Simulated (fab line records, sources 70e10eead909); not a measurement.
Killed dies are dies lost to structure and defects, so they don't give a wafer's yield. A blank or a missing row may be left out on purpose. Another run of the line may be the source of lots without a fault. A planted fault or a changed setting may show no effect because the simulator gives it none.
fab line records + flow nand_harc
[record]
- lots = 6
- wafers = 18
- last_day = 34
route steps=1302 shown A_SLIT@941 A_SIN_REMOVE@947 A_WL_FILL@952 END@1302
lots that met no fault: from a run of the same line without faults
start_h: hours from the record's opening day to when the first of the lot's shown wafers began + wait_h: hours since the lot's step before + " identical to the entry in the row above + L1.1+2: a single row standing in for several wafers + - no value present, or no start provided + * or withheld: withheld + < > ~ a bound
route shown NAME@n: names a module that has steps shown in the file, with the first one's number in the route + usual: the fault-free wafers' mean and standard deviation + same: alike in all rows + chamber/n: place in a boat + sites: each site's reading + _std_site: how widely they spread, as a standard deviation + _edge_site: mean of outer sites minus mean of inner sites + radius_mm: for every site, how far away it sits from the centre of the wafer + mask NAME#n: copy n + behind: tool/chamber where the wafer was last shaped + hold: the reason the lot was held/the length of the hold in hours/how it ended + device: whichever transistor did not switch (one of n, p or np) + end of line: tests of these same wafers at the route's end + where a step has no rows: the recipe by itself + killed: at the first sort, the dies lost to defects and structure; wafer yield is something else + map: a wafer's dies, marking killed ones x, the rest . and places with no die _
set.NAME: setting as actually run; set.NAME@STEP: the setting as run at that earlier step + model.NAME: the simulator's own value behind a step, which no gauge read
lots at some steps of the route; a table a step, a row a wafer
services: a tool's chamber out of use, with start hour (start_h, from the record's first day; less than 0 if before it), hours out, and reason
[[steps]]
[step NHARC_A_SLIT_STRIP_28]
[recipe]
- o2_flow_sccm = 400
- cos_flow_sccm = 20
- ar_flow_sccm = 0
- bias_w = 0
- chemistry = O2/COS
[step NHARC_A_SLIT_ETCH_29]
[recipe]
- target_depth_a = 1000
- overetch_a = 100
- time_s = 55
- ion_energy_ev = 100
- cf4_flow_sccm = 80
- o2_flow_sccm = 20
- ar_flow_sccm = 0
- rf_w = 300
- bias_w = 100
- chemistry = CF4/O2
[usual]
- drypump_motor_current_A = 5.6/0.36
- mfc_ar_sccm = 0.011/0.014
- oes_product_au = 1.002/0.015
- rf_vpp_V = 197.9/1.3
- showerhead_plenum_p_Torr = 1.34/0.059
- throttle_valve_pct = 13.397/0.0089
| lot.wafer | tool        | chamber | start_h | wait_h | drypump_motor_current_A | mfc_ar_sccm | oes_product_au | rf_hours_counter_h | rf_vpp_V | showerhead_plenum_p_Torr | throttle_valve_pct |
|-----------|-------------|---------|---------|--------|-------------------------|-------------|----------------|--------------------|----------|--------------------------|--------------------|
| L619.3    | rie_diel-01 | 3       | 497.96  | 0.1    | 5.7                     | 0           | 1.008          | 4.7                | 197.4    | 1.37                     | 13.397             |
| L619.1    | "           | 2       | "       | "      | 5.4                     | 0           | 0.995          | 4.2                | 197.9    | 1.34                     | 13.389             |
| L619.5    | "           | 2       | "       | "      | 5.4                     | 0           | 1.001          | -                  | 197.9    | 1.34                     | 13.404             |
| L620.2    | rie_diel-08 | 1       | 511.63  | 0.1    | 6.3                     | 0.015       | 0.988          | 9.2                | 197.9    | 1.34                     | 13.396             |
| L620.1    | "           | 2       | "       | "      | 5.2                     | 0           | 0.996          | 7.7                | 198.4    | 1.35                     | 13.411             |
| L620.4    | "           | 0       | "       | "      | 5.1                     | 0           | 0.996          | 9.4                | 198.3    | 1.37                     | 13.399             |
| L621.4    | rie_diel-08 | 1       | 525.54  | 0.1    | 6.3                     | 0.015       | 0.990          | 9.6                | 197.3    | 1.34                     | 13.393             |
| L621.2    | "           | 3       | "       | "      | 5.4                     | 0.033       | 1.024          | 8.2                | 198.1    | 1.42                     | 13.406             |
| L621.5    | "           | 1       | "       | "      | 6.3                     | 0.015       | 0.989          | -                  | 197.4    | 1.34                     | 13.407             |
| L630.2    | rie_diel-08 | 1       | 598.29  | 0.1    | 6.3                     | 0.015       | 0.995          | 4.4                | 198.5    | 1.34                     | 13.398             |
| L630.1    | "           | 2       | "       | "      | 5.2                     | 0           | 1.010          | 4.9                | 199.0    | 1.35                     | 13.405             |
| L630.4    | "           | 0       | "       | "      | 5.1                     | 0           | 0.991          | 3.9                | 197.4    | 1.37                     | 13.393             |
| L631.1    | rie_diel-01 | 0       | 622.11  | 0.1    | 5.8                     | 0.003       | 0.987          | 3.4                | 200.8    | 1.42                     | 13.396             |
| L631.6    | "           | 0       | "       | "      | 5.8                     | 0.003       | 0.984          | -                  | 199.2    | 1.41                     | 13.403             |
| L631.5    | "           | 1       | "       | "      | 6.4                     | 0           | 1.018          | -                  | 198.9    | 1.37                     | 13.398             |
| L638.3    | rie_diel-02 | 0       | 695.37  | 0.1    | 5.7                     | 0           | 0.968          | 5.8                | 195.6    | 1.27                     | 13.404             |
| L638.1    | "           | 3       | "       | "      | 5.9                     | 0           | 0.988          | 6.1                | 195.5    | 1.24                     | 13.399             |
| L638.5    | "           | 0       | "       | "      | 5.7                     | 0           | 0.978          | -                  | 196.6    | 1.27                     | 13.389             |
[step NHARC_A_SLIT_STRIP_18]
[recipe]
- o2_flow_sccm = 500
- ar_flow_sccm = 0
- bias_w = 0
- chemistry = O2
[usual]
- drypump_motor_current_A = 5.7/0.36
- mfc_ar_sccm = 0.011/0.014
- oes_product_au = 1.003/0.014
- rf_vpp_V = 57.7/0.98
- showerhead_plenum_p_Torr = 3.54/0.15
- throttle_valve_pct = 17.036/0.0098
| lot.wafer | tool        | chamber | start_h | wait_h | drypump_motor_current_A | mfc_ar_sccm | oes_product_au | rf_hours_counter_h | rf_vpp_V | showerhead_plenum_p_Torr | throttle_valve_pct |
|-----------|-------------|---------|---------|--------|-------------------------|-------------|----------------|--------------------|----------|--------------------------|--------------------|
| L619.1    | rie_diel-01 | 3       | -       | -      | 5.8                     | 0           | 1.018          | 4.8                | 59.3     | 3.61                     | 17.048             |
| L619.3    | "           | 2       | "       | "      | 5.5                     | 0           | 1.017          | 4.2                | 59.4     | 3.55                     | 17.036             |
| L619.5    | "           | 2       | "       | "      | 5.5                     | 0           | 1.014          | -                  | 58.5     | 3.55                     | 17.046             |
| L620.2    | rie_diel-08 | 1       | -       | -      | 6.3                     | 0.015       | 0.984          | 9.2                | 59.3     | 3.55                     | 17.045             |
| L620.1    | "           | 2       | "       | "      | 5.2                     | 0           | 1.007          | 7.7                | 57.2     | 3.56                     | 17.029             |
| L620.4    | "           | 0       | "       | "      | 5.1                     | 0           | 0.999          | 9.4                | 57.6     | 3.61                     | 17.028             |
| L621.2    | rie_diel-08 | 1       | -       | -      | 6.4                     | 0.015       | 0.987          | 9.6                | 57.1     | 3.55                     | 17.037             |
| L621.4    | "           | 0       | "       | "      | 5.1                     | 0           | 1.002          | 9.7                | 57.0     | 3.61                     | 17.042             |
| L621.5    | "           | 2       | "       | "      | 5.2                     | 0           | 1.008          | -                  | 57.0     | 3.56                     | 17.032             |
| L630.4    | rie_diel-08 | 0       | -       | -      | 5.1                     | 0           | 0.996          | 3.9                | 59.1     | 3.61                     | 17.035             |
| L630.1    | "           | 1       | "       | "      | 6.3                     | 0.015       | 0.979          | 4.4                | 57.8     | 3.55                     | 17.047             |
| L630.2    | "           | 2       | "       | "      | 5.2                     | 0           | 1.007          | 4.9                | 58.1     | 3.56                     | 17.033             |
| L631.1    | rie_diel-01 | 0       | -       | -      | 5.8                     | 0.003       | 0.992          | 3.4                | 57.1     | 3.73                     | 17.018             |
| L631.5    | "           | 3       | "       | "      | 5.8                     | 0           | 0.996          | -                  | 58.2     | 3.61                     | 17.023             |
| L631.6    | "           | 0       | "       | "      | 5.8                     | 0.003       | 0.992          | -                  | 58.5     | 3.73                     | 17.030             |
| L638.3    | rie_diel-02 | 0       | -       | -      | 5.7                     | 0           | 0.989          | 5.8                | 57.2     | 3.36                     | 17.048             |
| L638.1    | "           | 2       | "       | "      | 5.7                     | 0.037       | 1.005          | 5.9                | 58.0     | 3.66                     | 17.039             |
| L638.5    | "           | 0       | "       | "      | 5.7                     | 0           | 0.983          | -                  | 57.3     | 3.36                     | 17.047             |
[step NHARC_A_SLIT_PRECLEAN_19]
[recipe]
- time_s = *
- temp_c = 50
- bath_age_min = 0
- chemistry = SC1
[step NHARC_A_SLIT_SRD_20]
[step NHARC_A_SLIT_CD_MEAS_21]
[usual]
- cd_nm = 289.6/0.93
| lot.wafer | tool      | chamber | start_h | wait_h | cd_nm |
|-----------|-----------|---------|---------|--------|-------|
| L619.1    | cd_sem-03 | -       | 498.56  | -      | 289.9 |
| L619.3    | "         | -       | "       | "      | 289.8 |
| L619.5    | "         | -       | "       | "      | 290.0 |
| L620.1    | cd_sem-02 | -       | 512.16  | -      | 290.5 |
| L620.2    | "         | -       | "       | "      | 290.1 |
| L620.4    | "         | -       | "       | "      | 290.9 |
| L621.2    | cd_sem-02 | -       | 526.08  | -      | 291.6 |
| L621.4    | "         | -       | "       | "      | 290.2 |
| L621.5    | "         | -       | "       | "      | 291.4 |
| L630.1    | cd_sem-02 | -       | 598.82  | -      | 290.3 |
| L630.2    | "         | -       | "       | "      | 289.3 |
| L630.4    | "         | -       | "       | "      | 290.6 |
| L631.1    | cd_sem-01 | -       | 622.64  | -      | 289.8 |
| L631.5    | "         | -       | "       | "      | 288.9 |
| L631.6    | "         | -       | "       | "      | 289.5 |
| L638.1    | cd_sem-03 | -       | 695.90  | -      | 288.5 |
| L638.3    | "         | -       | "       | "      | 290.0 |
| L638.5    | "         | -       | "       | "      | 289.3 |
[step NHARC_A_SIN_REMOVE_WET_00]
[recipe]
- temp_c = 160
- time_s = 15300
- chemistry = H3PO4
[step NHARC_A_SIN_REMOVE_PRECLEAN_01]
[recipe]
- time_s = *
- temp_c = 50
- bath_age_min = 0
- chemistry = SC1
[step NHARC_A_SIN_REMOVE_SRD_02]
[step NHARC_A_SIN_REMOVE_INSPECT_04]
[usual]
- raw_defect_count = 394/80
| lot.wafer | tool              | chamber | start_h | wait_h | raw_defect_count |
|-----------|-------------------|---------|---------|--------|------------------|
| L619.1    | defect_inspect-02 | -       | 505.21  | 0.0    | 416              |
| L619.3    | "                 | -       | "       | "      | 338              |
| L619.5    | "                 | -       | "       | "      | 429              |
| L620.1    | defect_inspect-02 | -       | 518.73  | 0.0    | 355              |
| L620.2    | "                 | -       | "       | "      | 325              |
| L620.4    | "                 | -       | "       | "      | 429              |
| L621.2    | defect_inspect-02 | -       | 532.67  | 0.0    | 470              |
| L621.4    | "                 | -       | "       | "      | 411              |
| L621.5    | "                 | -       | "       | "      | 408              |
| L630.1    | defect_inspect-01 | -       | 605.54  | 0.0    | 369              |
| L630.2    | "                 | -       | "       | "      | 326              |
| L630.4    | "                 | -       | "       | "      | 389              |
| L631.1    | defect_inspect-02 | -       | 629.27  | 0.0    | 316              |
| L631.5    | "                 | -       | "       | "      | 303              |
| L631.6    | "                 | -       | "       | "      | 343              |
| L638.1    | defect_inspect-02 | -       | 702.49  | 0.0    | 536              |
| L638.3    | "                 | -       | "       | "      | 399              |
| L638.5    | "                 | -       | "       | "      | 508              |
[step NHARC_A_WL_FILL_ALD_00]
[recipe]
- target_thk_a = 30
- pulse_time_s = 3
- ald_cycles = 30
- temp_c = 300
- material = Al2O3
[usual]
- heater_power_w = 458/30
- precursor_pulse_height_rel = 0.997/0.019
| lot.wafer | tool      | chamber | start_h | wait_h | heater_power_w | precursor_pulse_height_rel |
|-----------|-----------|---------|---------|--------|----------------|----------------------------|
| L619.3    | ald_hk-04 | 3       | 505.27  | 0.1    | 496            | 0.998                      |
| L619.1    | "         | 2       | "       | "      | 451            | 0.997                      |
| L619.5    | "         | 3       | "       | "      | 495            | 1.002                      |
| L620.4    | ald_hk-04 | 2       | 518.80  | 0.1    | 462            | 0.995                      |
| L620.1    | "         | 3       | "       | "      | 490            | 0.984                      |
| L620.2    | "         | 1       | "       | "      | 472            | 1.023                      |
| L621.2    | ald_hk-03 | 2       | 532.79  | 0.1    | 468            | 1.004                      |
| L621.4    | "         | 3       | "       | "      | 455            | 0.978                      |
| L621.5    | "         | 0       | "       | "      | 492            | 0.999                      |
| L630.4    | ald_hk-04 | 0       | 605.60  | 0.1    | 425            | 1.000                      |
| L630.1    | "         | 2       | "       | "      | 454            | 1.000                      |
| L630.2    | "         | 3       | "       | "      | 495            | 0.984                      |
| L631.1    | ald_hk-02 | 0       | 629.36  | 0.1    | 433            | 0.993                      |
| L631.6    | "         | 3       | "       | "      | 487            | 0.986                      |
| L631.5    | "         | 0       | "       | "      | 437            | 0.980                      |
| L638.3    | ald_hk-02 | 1       | 702.58  | 0.1    | 455            | 0.995                      |
| L638.1    | "         | 2       | "       | "      | 459            | 1.000                      |
| L638.5    | "         | 0       | "       | "      | 443            | 1.009                      |
[step NHARC_A_WL_FILL_RTA_01]
[recipe]
- temp_c = 1000
- time_s = 5
[usual]
- lamp_power_pct = 31.5/2.6
- lamp_zone_6_pct = 31.5/2.6
- wafer_temp_C_max = 1003.2/0.92
| lot.wafer | tool          | chamber | start_h | wait_h | lamp_power_pct | lamp_zone_6_pct | wafer_temp_C_max |
|-----------|---------------|---------|---------|--------|----------------|-----------------|------------------|
| L619.1    | rtp_anneal-02 | 0       | 505.54  | -      | 30.4           | 30.3            | 965.0            |
| L619.3    | "             | 0       | "       | "      | 30.5           | 30.4            | 964.1            |
| L619.5    | "             | 0       | "       | "      | 30.4           | 30.4            | 965.6            |
| L620.1    | rtp_anneal-01 | 0       | 519.07  | -      | 28.6           | 28.6            | 1003.4           |
| L620.2    | "             | 0       | "       | "      | 28.7           | 28.7            | 1003.3           |
| L620.4    | "             | 0       | "       | "      | 28.7           | 28.7            | 1002.5           |
| L621.2    | rtp_anneal-02 | 0       | 533.02  | -      | 30.4           | 30.4            | 965.2            |
| L621.4    | "             | 0       | "       | "      | 30.4           | 30.3            | 965.2            |
| L621.5    | "             | 0       | "       | "      | 30.4           | 30.3            | 967.0            |
| L630.1    | rtp_anneal-01 | 0       | 605.87  | -      | 28.7           | 28.6            | 1001.5           |
| L630.2    | "             | 0       | "       | "      | 28.6           | 28.6            | 1001.7           |
| L630.4    | "             | 0       | "       | "      | 28.7           | 28.6            | 1002.0           |
| L631.1    | rtp_anneal-02 | 0       | 629.59  | -      | 33.9           | 33.9            | 1004.1           |
| L631.5    | "             | 0       | "       | "      | 33.9           | 33.9            | 1004.3           |
| L631.6    | "             | 0       | "       | "      | 33.9           | 33.8            | 1003.3           |
| L638.1    | rtp_anneal-01 | 0       | 702.81  | -      | 28.7           | 28.6            | 1003.0           |
| L638.3    | "             | 0       | "       | "      | 28.7           | 28.6            | 1002.2           |
| L638.5    | "             | 0       | "       | "      | 28.7           | 28.6            | 1001.4           |
[step NHARC_A_WL_FILL_ALD_02]
[recipe]
- target_thk_a = 20
- pulse_time_s = 3
- ald_cycles = 100
- temp_c = 450
- material = TiN
[usual]
- heater_power_w = 1108/120
- precursor_pulse_height_rel = 0.999/0.019
| lot.wafer | tool         | chamber | start_h | wait_h | heater_power_w | precursor_pulse_height_rel |
|-----------|--------------|---------|---------|--------|----------------|----------------------------|
| L619.1    | ald_metal-03 | 1       | 505.93  | 0.3    | 1232           | 0.984                      |
| L619.3    | "            | 0       | "       | "      | 1229           | 0.967                      |
| L619.5    | "            | 1       | "       | "      | 1226           | 1.028                      |
| L620.1    | ald_metal-02 | 3       | 519.29  | 0.2    | 1266           | 0.997                      |
| L620.4    | "            | 0       | "       | "      | 1154           | 1.010                      |
| L620.2    | "            | 2       | "       | "      | 931            | 0.991                      |
| L621.4    | ald_metal-03 | 2       | 533.21  | 0.1    | 1019           | 1.000                      |
| L621.2    | "            | 3       | "       | "      | 990            | 1.006                      |
| L621.5    | "            | 2       | "       | "      | 980            | 0.994                      |
| L630.1    | ald_metal-02 | 1       | 606.12  | 0.2    | 1179           | 0.988                      |
| L630.2    | "            | 2       | "       | "      | 937            | 0.984                      |
| L630.4    | "            | 3       | "       | "      | 1246           | 1.027                      |
| L631.1    | ald_metal-01 | 0       | 629.81  | 0.2    | 1055           | 1.006                      |
| L631.6    | "            | 0       | "       | "      | 1076           | 1.020                      |
| L631.5    | "            | 3       | "       | "      | 1159           | 1.001                      |
| L638.1    | ald_metal-01 | 2       | 703.06  | 0.2    | 1145           | 0.988                      |
| L638.3    | "            | 0       | "       | "      | 1060           | 0.997                      |
| L638.5    | "            | 2       | "       | "      | 1157           | 1.037                      |
[step NHARC_END_SORT_01]
[recipe]
- temp_c = 25
[usual]
- killed_at_array = 54/17
- killed_at_other = 0.7/1
- killed_at_periphery = 3.7/2.9
- killed_dies = 58/16
- killed_open = 3.2/1.9
- killed_short = 2.2/1.5
[same]
- gross_dies = 677
| lot.wafer | tool      | chamber | start_h | wait_h | killed_at_array | killed_at_other | killed_at_periphery | killed_dies | killed_open | killed_short |
|-----------|-----------|---------|---------|--------|-----------------|-----------------|---------------------|-------------|-------------|--------------|
| L619.1    | prober-01 | 0       | 597.40  | 2.5    | 62              | 2               | 2                   | 66          | 5           | 4            |
| L619.3    | prober-01 | 0       | 599.01  | 3.1    | 60              | 1               | 3                   | 64          | 4           | 0            |
| L619.5    | prober-01 | 0       | 600.62  | 3.7    | 64              | 1               | 1                   | 66          | 1           | 1            |
| L621.2    | prober-01 | 0       | 631.96  | 2.8    | 35              | 1               | 3                   | 39          | 4           | 1            |
| L621.4    | prober-01 | 0       | 633.54  | 3.4    | 30              | 0               | 1                   | 31          | 2           | 2            |
| L621.5    | prober-01 | 0       | 634.33  | 3.7    | 33              | 1               | 1                   | 35          | 2           | 2            |
| L630.1    | prober-02 | 0       | 698.58  | 2.5    | 68              | 0               | 3                   | 71          | 1           | 4            |
| L631.1    | prober-02 | 0       | 726.75  | 2.5    | 42              | 0               | 2                   | 44          | 4           | 3            |
| L631.5    | prober-02 | 0       | 729.97  | 3.7    | 42              | 0               | 1                   | 43          | 2           | 3            |
| L631.6    | prober-02 | 0       | 730.77  | 4.0    | 54              | 0               | 3                   | 57          | 3           | 4            |
| L638.1    | prober-01 | 0       | 805.67  | 2.5    | 58              | 1               | 0                   | 59          | 3           | 1            |
| L638.3    | prober-01 | 0       | 807.30  | 3.2    | 65              | 1               | 2                   | 68          | 3           | 1            |
| L638.5    | prober-01 | 0       | 808.93  | 3.8    | 63              | 0               | 4                   | 67          | 5           | 1            |
// killed by level:class
L619.1 A_CHANNEL_HOLE_D1:chamber_film_flake=32 A_SLIT:chamber_film_flake=16 A_CHANNEL_HOLE_D2:chamber_film_flake=6 P_CONTACT:geometric_particle:open=1 A_SOURCE_PLATE:geometric_particle:open=1 A_ONON_D1:geometric_particle:short=1 A_CHANNEL_FILL_D1:geometric_particle:open=1 A_ONON_D2:geometric_particle:open=1
L619.3 A_CHANNEL_HOLE_D1:chamber_film_flake=35 A_SLIT:chamber_film_flake=11 A_CHANNEL_HOLE_D2:chamber_film_flake=6 P_STI:chamber_film_flake=3 A_ZERO_WELL:chamber_film_flake=2 A_ONON_D1:geometric_particle:open=1 A_ONON_D2:geometric_particle:open=1 A_CHANNEL_FILL_D2:geometric_particle:open=1
L619.5 A_CHANNEL_HOLE_D1:chamber_film_flake=43 A_SLIT:chamber_film_flake=10 A_CHANNEL_HOLE_D2:chamber_film_flake=3 A_WL_FILL:chamber_film_flake=2 A_ONON_D2:geometric_particle:short=1 A_M1:geometric_particle:open=1 P_STI:chamber_film_flake=1 A_DECK1_JOINT:chamber_film_flake=1
L621.2 A_SLIT:chamber_film_flake=15 A_CHANNEL_HOLE_D1:chamber_film_flake=5 A_CHANNEL_HOLE_D2:chamber_film_flake=4 A_WL_FILL:chamber_film_flake=4 A_CONTACT:chamber_film_flake=3 A_CHANNEL_FILL_D1:geometric_particle:open=2 P_STI:chamber_film_flake=2 A_M0:geometric_particle:short=1
L621.4 A_CHANNEL_HOLE_D2:chamber_film_flake=13 A_SLIT:chamber_film_flake=9 A_WL_FILL:chamber_film_flake=2 A_SOURCE_PLATE:geometric_particle:open=1 A_ONON_D2:geometric_particle:open=1 A_SGD_CUT:geometric_particle:short=1 A_M0:geometric_particle:short=1 P_ZERO_WELL:chamber_film_flake=1
L621.5 A_SLIT:chamber_film_flake=12 A_CONTACT:chamber_film_flake=6 A_CHANNEL_HOLE_D2:chamber_film_flake=5 A_WL_FILL:chamber_film_flake=3 A_CHANNEL_HOLE_D1:chamber_film_flake=2 A_SGD_CUT:chamber_film_flake=2 P_M1:geometric_particle:short=1 A_ONON_D1:geometric_particle:open=1
L630.1 A_SLIT:chamber_film_flake=33 A_CHANNEL_HOLE_D1:chamber_film_flake=24 A_STAIRCASE:chamber_film_flake=3 P_GATE:chamber_film_flake=2 A_CHANNEL_HOLE_D1:geometric_particle:short=1 A_ONON_D2:geometric_particle:short=1 A_CHANNEL_FILL_D2:geometric_particle:short=1 A_M0:geometric_particle:open=1
L631.1 A_CHANNEL_HOLE_D1:chamber_film_flake=28 A_SGD_CUT:chamber_film_flake=4 A_ONON_D1:geometric_particle:open=2 A_ONON_D2:geometric_particle:short=2 A_SLIT:chamber_film_flake=2 A_STAIRCASE:chamber_film_flake=2 P_M0:geometric_particle:open=1 A_CHANNEL_FILL_D1:geometric_particle:open=1
L631.5 A_CHANNEL_HOLE_D1:chamber_film_flake=31 A_CHANNEL_FILL_D1:geometric_particle:short=3 A_CHANNEL_HOLE_D1:geometric_particle:open=1 A_CHANNEL_FILL_D2:geometric_particle:open=1 P_GATE:chamber_film_flake=1 A_ZERO_WELL:chamber_film_flake=1 A_CHANNEL_FILL_D1:chamber_film_flake=1 A_DECK1_JOINT:chamber_film_flake=1
L631.6 A_CHANNEL_HOLE_D1:chamber_film_flake=41 A_CHANNEL_FILL_D2:chamber_film_flake=2 A_SLIT:chamber_film_flake=2 P_STI:geometric_particle:short=1 A_CHANNEL_FILL_D1:geometric_particle:open=1 P_M1:geometric_particle:open=1 A_CHANNEL_HOLE_D1:geometric_particle:short=1 A_CHANNEL_FILL_D1:geometric_particle:short=1
L638.1 A_CHANNEL_HOLE_D2:chamber_film_flake=34 A_SLIT:chamber_film_flake=12 A_CONTACT:chamber_film_flake=5 A_CHANNEL_FILL_D1:geometric_particle:open=1 A_CHANNEL_HOLE_D2:geometric_particle:open=1 A_M0:geometric_particle:open=1 THIN_TSV:geometric_particle:short=1 A_CHANNEL_HOLE_D1:chamber_film_flake=1
L638.3 A_CHANNEL_HOLE_D2:chamber_film_flake=30 A_SLIT:chamber_film_flake=16 A_CONTACT:chamber_film_flake=13 A_CHANNEL_HOLE_D1:chamber_film_flake=2 P_CONTACT:geometric_particle:short=1 A_ONON_D1:geometric_particle:open=1 A_ONON_D2:geometric_particle:open=1 A_M0:geometric_particle:open=1
L638.5 A_SLIT:chamber_film_flake=31 A_CHANNEL_HOLE_D2:chamber_film_flake=18 A_CONTACT:chamber_film_flake=5 P_M0:geometric_particle:open=1 A_SGD_CUT:geometric_particle:open=1 A_SGD_CUT:geometric_particle:short=1 A_WL_FILL:geometric_particle:open=1 A_BLC:geometric_particle:open=1
[[services]]
| tool         | chamber | start_h | hours | kind   |
|--------------|---------|---------|-------|--------|
| ald_metal-01 | -       | 508.18  | 0.8   | repair |
| rie_diel-02  | -       | 512.05  | 0.1   | repair |
| ald_metal-01 | -       | 526.00  | 10.0  | pm     |
| rie_diel-02  | 1       | 526.83  | 2.7   | repair |
| rie_diel-01  | 2       | 527.84  | 4.8   | repair |
| ald_metal-03 | 2       | 529.52  | 1.7   | repair |
| rie_diel-02  | 3       | 536.85  | 1.9   | repair |
| rie_diel-08  | -       | 544.80  | 9.0   | pm     |
| rie_diel-01  | -       | 557.80  | 9.0   | pm     |
| ald_metal-02 | -       | 560.07  | 0.5   | repair |
| ald_metal-03 | -       | 568.00  | 10.0  | pm     |
| rie_diel-02  | -       | 578.03  | 9.0   | pm     |
| rie_diel-01  | 3       | 598.30  | 6.0   | repair |
| ald_metal-02 | -       | 610.00  | 10.0  | pm     |
| rie_diel-02  | -       | 611.10  | 0.6   | repair |
| ald_hk-04    | -       | 611.53  | 10.0  | pm     |
| rie_diel-08  | 0       | 620.49  | 14.1  | repair |
| rie_diel-02  | 1       | 623.04  | 37.6  | repair |
| rie_diel-02  | 3       | 642.82  | 1.3   | repair |
| rie_diel-01  | 0       | 662.24  | 17.4  | repair |
| ald_hk-02    | -       | 683.70  | 4.5   | repair |
| rie_diel-01  | 1       | 685.64  | 4.7   | repair |
| ald_hk-02    | -       | 689.41  | 0.4   | repair |
| rie_diel-08  | 1       | 700.47  | 4.1   | repair |
[[key]]
[first_sign]
- step = NHARC_A_WL_FILL_RTA_01
- reading = wafer_temp_C_max
- direction = down
- sigmas = 41
- usual = *
- struck = *
effect none on later readings
met_at NHARC_A_WL_FILL_RTA_01
struck_wafers L619.1,L619.3,L619.5,L621.2,L621.4,L621.5
tester_left_out L619,L621
[fault]
- kind = process_parameter_drift
- tool = rtp_anneal-02
- chamber = -
- onset_h = 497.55
- steps = NHARC_A_WL_FILL_RTA_01
- channel = temp_c
- offset = *
- shape = step
- end_h = 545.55
- acts_in = *
- stated = *
// tester_left_out: of these lots the tester's yield and bins aren't shown, on N5 and GAA mostly nor the transistor test; their killed dies are dies lost to structure and defects alone, not to doping, threshold or leakage, so they don't give the yield
